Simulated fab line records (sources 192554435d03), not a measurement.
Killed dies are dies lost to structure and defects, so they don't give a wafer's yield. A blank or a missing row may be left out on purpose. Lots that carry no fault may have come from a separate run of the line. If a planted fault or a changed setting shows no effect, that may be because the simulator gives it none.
The tool behind it: which one? -- flow n5_finfet -- 11 lots, 32 wafers sampled, at 6 steps of a route of 1938

## WHAT THE GAUGES READ, wafer by wafer
The record holds no reading of a measuring or inspecting step that can be judged against a usual standard deviation.

## WHAT TOOL EACH LOT RAN ON (gives the tool, then ch and the chambers of the sampled wafers, and finally the start)
lot,N5_FIN_SAQP_RECESS_75,N5_FIN_SAQP_MANDREL_ETCH_58,N5_FIN_SAQP_SPACER2_ALD_28,N5_FIN_SAQP_MANDREL2_REMOVE_60,N5_FIN_SAQP_HM_OPEN_33,N5_PASSIVATION_PROBE_49
L183,"vapor_etch-02 ch 0, day 2 00:15","rie_si-02 ch 2,3, day 2 01:59","ald_sin-01 ch 0,1, day 2 03:01","rie_si-04 ch 0,1, day 2 03:26","rie_diel-02 ch 2,3, day 2 03:38",-
L184,"vapor_etch-02 ch 0,1, day 2 05:02","rie_si-02 ch 0,3, day 2 06:26","ald_sin-01 ch 0,1,3, day 2 07:18","rie_si-02 ch 0,1,2, day 2 07:49","rie_diel-02 ch 1,3, day 2 08:01",-
L185,"vapor_etch-01 ch 0,1, day 2 10:10","rie_si-05 ch 0,1,2, day 2 11:38","ald_sin-01 ch 0,1,2, day 2 12:29","rie_si-04 ch 1,2,3, day 2 12:53","rie_diel-05 ch 0,3, day 2 13:03",-
L186,"vapor_etch-01 ch 0,1, day 2 18:50","rie_si-02 ch 0,1,3, day 2 20:36","ald_sin-01 ch 1,2,3, day 2 21:26","rie_si-05 ch 0,1,2, day 2 21:52","rie_diel-02 ch 0,1,2, day 2 22:01",-
L187,"vapor_etch-01 ch 0, day 3 01:04","rie_si-02 ch 0,1,2, day 3 02:34","ald_sin-04 ch 0,2, day 3 03:46","rie_si-05 ch 2,3, day 3 04:11","rie_diel-05 ch 1,2, day 3 04:20",-
L189,"vapor_etch-01 ch 0,1, day 3 11:44","rie_si-02 ch 0,2, day 3 13:06","ald_sin-01 ch 0,2, day 3 13:56","rie_si-05 ch 0,2, day 3 14:20","rie_diel-05 ch 1,3, day 3 14:30","prober-01, day 14 03:58"
L190,"vapor_etch-01 ch 0, day 3 16:13","rie_si-05 ch 0,2,3, day 3 17:49","ald_sin-03 ch 2,3, day 3 19:01","rie_si-02 ch 0,2, day 3 19:33","rie_diel-02 ch 0,2,3, day 3 19:43",-
L193,"vapor_etch-02 ch 0,1, day 4 10:43","rie_si-05 ch 1,3, day 4 12:15","ald_sin-03 ch 0,1,3, day 4 13:05","rie_si-02 ch 0,2, day 4 13:35","rie_diel-06 ch 1,2, day 4 13:51",-
L196,"vapor_etch-01 ch 0,1, day 5 04:29","rie_si-05 ch 1,2,3, day 5 07:07","ald_sin-03 ch 0,2,3, day 5 08:07","rie_si-04 ch 0,1, day 5 08:31","rie_diel-06 ch 0,1,3, day 5 08:43","prober-01, day 15 19:08"
L200,"vapor_etch-01 ch 0,1, day 6 04:04","rie_si-05 ch 0,2, day 6 05:36","ald_sin-04 ch 0,2, day 6 06:29","rie_si-04 ch 0,1,3, day 6 06:55","rie_diel-06 ch 0,3, day 6 07:05",-
L205,"vapor_etch-01 ch 0,1, day 7 11:04","rie_si-05 ch 1,2,3, day 7 12:36","ald_sin-03 ch 0,1,2, day 7 13:32","rie_si-05 ch 0,2,3, day 7 13:57","rie_diel-06 ch 0,2,3, day 7 14:07",-
- N5_FIN_SAQP_RECESS_75: chemistry HF/NH3, target SiO2, target depth 14.4 nm, afs cycles 3, sublimation time 60 s.
- N5_FIN_SAQP_MANDREL_ETCH_58: etches a-Si in HBr/Cl2, stops on SiNx, target depth 45 nm, bt time 10 s, time 27 s.
- N5_FIN_SAQP_SPACER2_ALD_28: deposits SiO2, target thk 8.1 nm, pulse time 1 s, purge time 2 s.
- N5_FIN_SAQP_MANDREL2_REMOVE_60: chemistry HBr/Cl2/O2, target a-Si, stops on SiNx, bt time 10 s.
- N5_FIN_SAQP_HM_OPEN_33: chemistry CH3F/O2, target SiNx, target depth 49.4 nm, time 70.6 s.
- N5_PASSIVATION_PROBE_49

## WHAT THE TOOLS THEMSELVES READ (means of the sampled wafers that have a number; where no wafer has one, the mark that the record gives instead)
N5_FIN_SAQP_RECESS_75. Usual: drypump_motor_current_A 5.8 A, standard deviation 0.64; sublimation_temp_c 180.00 C, standard deviation 0.15.
lot,tool,drypump_motor_current_A (A),sublimation_temp_c (C),flag
L183,vapor_etch-02,6.1,179.96,
L184,vapor_etch-02,6.2,180.04,
L185,vapor_etch-01,5.7,179.94,
L186,vapor_etch-01,5.3,180.03,
L187,vapor_etch-01,4.8,179.75,
L189,vapor_etch-01,5.2,179.88,
L190,vapor_etch-01,4.8,180.01,
L193,vapor_etch-02,6.2,179.92,
L196,vapor_etch-01,5.2,180.05,
L200,vapor_etch-01,5.7,180.03,
L205,vapor_etch-01,5.7,179.94,

N5_FIN_SAQP_MANDREL_ETCH_58. Usual: drypump_motor_current_A 5.9 A, standard deviation 0.37; mfc_cl2_sccm 80.02 sccm, standard deviation 0.25; oes_product_au 0.697 a.u., standard deviation 0.013; throttle_valve_pct 35.51 %, standard deviation 0.25.
lot,tool,drypump_motor_current_A (A),mfc_cl2_sccm (sccm),oes_product_au (a.u.),throttle_valve_pct (%),flag
L183,rie_si-02,5.8,80.04,0.698,35.61,
L184,rie_si-02,6.0,80.31,0.694,35.31,
L185,rie_si-05,5.8,80.06,0.698,35.39,
L186,rie_si-02,6.0,79.80,0.584,35.75,OFF
L187,rie_si-02,6.2,80.09,0.591,35.84,OFF
L189,rie_si-02,6.1,80.16,0.593,35.79,OFF
L190,rie_si-05,5.5,80.23,0.697,35.24,
L193,rie_si-05,5.9,80.08,0.698,35.33,
L196,rie_si-05,5.8,79.95,0.691,35.36,
L200,rie_si-05,5.6,79.94,0.707,35.26,
L205,rie_si-05,5.8,80.15,0.698,35.36,

N5_FIN_SAQP_SPACER2_ALD_28. Usual: heater_power_w 475 W, standard deviation 47; precursor_pulse_height_rel 1.000, standard deviation 0.021.
lot,tool,heater_power_w (W),precursor_pulse_height_rel,flag
L183,ald_sin-01,450,1.021,
L184,ald_sin-01,476,0.986,
L185,ald_sin-01,457,0.991,
L186,ald_sin-01,473,1.005,
L187,ald_sin-04,457,0.996,
L189,ald_sin-01,467,0.999,
L190,ald_sin-03,459,1.003,
L193,ald_sin-03,489,1.004,
L196,ald_sin-03,497,1.019,
L200,ald_sin-04,448,0.991,
L205,ald_sin-03,498,1.005,

N5_FIN_SAQP_MANDREL2_REMOVE_60. Usual: drypump_motor_current_A 5.9 A, standard deviation 0.37; mfc_cl2_sccm 79.98 sccm, standard deviation 0.24; oes_product_au 1.003 a.u., standard deviation 0.015; throttle_valve_pct 36.66 %, standard deviation 0.25.
lot,tool,drypump_motor_current_A (A),mfc_cl2_sccm (sccm),oes_product_au (a.u.),throttle_valve_pct (%),flag
L183,rie_si-04,5.8,80.02,1.008,36.94,
L184,rie_si-02,6.2,79.85,1.003,36.75,
L185,rie_si-04,5.7,80.07,1.000,36.76,
L186,rie_si-05,5.8,80.00,1.010,36.51,
L187,rie_si-05,5.4,79.91,1.013,36.39,
L189,rie_si-05,5.4,79.81,1.025,36.39,
L190,rie_si-02,6.0,79.99,1.010,36.70,
L193,rie_si-02,6.2,80.12,1.012,36.52,
L196,rie_si-04,5.8,80.08,1.006,36.97,
L200,rie_si-04,5.8,80.13,1.000,36.87,
L205,rie_si-05,5.5,80.07,1.007,36.38,

N5_FIN_SAQP_HM_OPEN_33. Usual: drypump_motor_current_A 5.9 A, standard deviation 0.57; etch_rf_on_time_s 69.3 s, standard deviation 1.7; oes_product_au 0.68 a.u., standard deviation 0.08; rf_vpp_V 295 V, standard deviation 5.5; showerhead_plenum_p_Torr 1.97 Torr, standard deviation 0.041; throttle_valve_pct 16.28 %, standard deviation 0.23.
lot,tool,drypump_motor_current_A (A),etch_rf_on_time_s (s),oes_product_au (a.u.),rf_vpp_V (V),showerhead_plenum_p_Torr (Torr),throttle_valve_pct (%),flag
L183,rie_diel-02,6.1,70.2,0.68,295,1.98,16.39,
L184,rie_diel-02,5.7,68.4,0.61,296,1.98,16.30,
L185,rie_diel-05,5.3,71.5,0.62,294,1.96,16.24,
L186,rie_diel-02,5.6,59.3,0.72,292,1.97,16.19,OFF
L187,rie_diel-05,6.5,60.3,0.70,303,1.98,16.27,OFF
L189,rie_diel-05,5.9,61.6,0.82,298,1.97,16.03,OFF
L190,rie_diel-02,5.7,68.4,0.73,295,1.98,16.29,
L193,rie_diel-06,6.1,71.0,0.57,290,1.95,16.53,
L196,rie_diel-06,5.7,69.5,0.62,292,1.96,16.51,
L200,rie_diel-06,5.4,69.9,0.62,291,1.96,16.65,
L205,rie_diel-06,5.9,68.6,0.68,291,1.98,16.49,

N5_PASSIVATION_PROBE_49. Usual: killed_at_M0_to_M3 36, standard deviation 10; killed_at_M4_up 13, standard deviation 5.5; killed_at_contacts 12, standard deviation 5.6; killed_at_front_end 42, standard deviation 12; killed_at_other 4, standard deviation 3.2; killed_dies 108, standard deviation 18; killed_open 71, standard deviation 13; killed_short 34, standard deviation 7.8.
lot,tool,killed_at_M0_to_M3,killed_at_M4_up,killed_at_contacts,killed_at_front_end,killed_at_other,killed_dies,killed_open,killed_short,flag
L189,prober-01,27,16,7,39,3,92,65,25,
L196,prober-01,21,8,16,35,3,84,51,32,

## THE ANSWER, worked out from the rows above alone
Rule: take the mean of a lot's wafers that have a number; if it is more than 3 standard deviations from the usual mean, the lot is off. Also off: a lot with no number at a reading for which 4 or more lots have one. All remaining lots with rows at the step are treated as sound. The gauges are gone through in route order, then the tools' own readings, and for those a lot's mean is taken as printed above. The first step at which some lot is off is used, and at that step the reading that is off furthest; a lot without a number counts as furthest.
Off at N5_FIN_SAQP_MANDREL_ETCH_58 (oes_product_au): L186, L187, L189.
If a tool, at that step or one of the process steps before it, ran each lot that is off and ran no sound lot following the first of them, it fits. One fits: N5_FIN_SAQP_MANDREL_ETCH_58 on rie_si-02. Its last sound lot is L184 (day 2 06:26), its first lot that is off L186 (day 2 20:36): a fault that began between those two fits.
The tool's own readings at N5_FIN_SAQP_MANDREL_ETCH_58 bear it out: on the lots that are off they differ by more than 5 times the standard deviation of the sound lots' means. oes_product_au reads 0.589 a.u. there against 0.698 a.u. on the sound lots.

## WHAT HAD BEEN PUT IN BY THE SIMULATOR
Process parameters drifting: rie_si-02 at N5_FIN_SAQP_MANDREL_ETCH_58, beginning at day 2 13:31. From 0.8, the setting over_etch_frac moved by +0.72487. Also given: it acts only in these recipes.
Shown lots that were struck: L186, L187, L189. The rule above found the same.
